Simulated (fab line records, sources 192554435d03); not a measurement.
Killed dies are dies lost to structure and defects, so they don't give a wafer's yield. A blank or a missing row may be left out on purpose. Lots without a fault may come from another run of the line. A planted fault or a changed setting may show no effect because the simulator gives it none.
Chamber matching | flow n5_finfet | N5_BEOL_M0_SAQP_PECVD_00 on pecvd-01: 3 sister chambers
The step deposits SiCN from 3MS/NH3, target thk 8 nm, time 14 s. 6 wafers are shown with their chamber, then 11 later ones without.

WAFERS WITH THEIR CHAMBER
wafer  | chamber | throttle_valve_pct (%) | showerhead_plenum_p_Torr (Torr)
L080.2 | 1       | 8.6                    | 3.654
L083.5 | 1       | 8.3                    | 3.652
L088.1 | 2       | 8.9                    | 3.668
L088.3 | 0       | 9.5                    | 3.683
L088.5 | 0       | 9.5                    | 3.687
L089.1 | 2       | 8.7                    | 3.669

WAFERS WITHOUT THEIR CHAMBER
wafer  | throttle_valve_pct (%) | showerhead_plenum_p_Torr (Torr)
L089.2 | 8.5                    | 3.652
L089.5 | 9.0                    | 3.673
L091.1 | 9.6                    | 3.695
L091.2 | 8.5                    | 3.662
L091.5 | 8.5                    | 3.654
L090.1 | 8.4                    | 3.652
L090.3 | 9.5                    | 3.677
L090.4 | 8.4                    | 3.652
L093.1 | 9.4                    | 3.678
L093.4 | 9.6                    | 3.676
L093.5 | 9.3                    | 3.691

WHICH CHAMBER EACH WENT THROUGH
wafer  | from the rows above     | in truth
L089.2 | 1                       | 1
L089.5 | 2                       | 2
L091.1 | 0                       | 0
L091.2 | can't be placed: 2 or 1 | 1
L091.5 | 1                       | 1
L090.1 | 1                       | 1
L090.3 | 0                       | 0
L090.4 | 1                       | 1
L093.1 | 0                       | 0
L093.4 | can't be placed: 0 or 2 | 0
L093.5 | 0                       | 0
Placed correctly: 9 of 11. Can't be placed from these rows: 2 (the true chamber is among the candidates in 2). Placed wrongly: 0.
How it was worked out, from the rows above alone: a wafer's distance from a chamber is the root of the sum, over the readings, of the square of ((its reading less the chamber's mean) divided by the reading's scatter). The wafer belongs to the nearest chamber; if the next one is less than 2 further off, it can't be placed. A chamber's mean is the mean of its shown wafers. The scatter: the root of (the sum of the squares of (reading less its chamber's mean) over the shown wafers, divided by (wafers less chambers)).
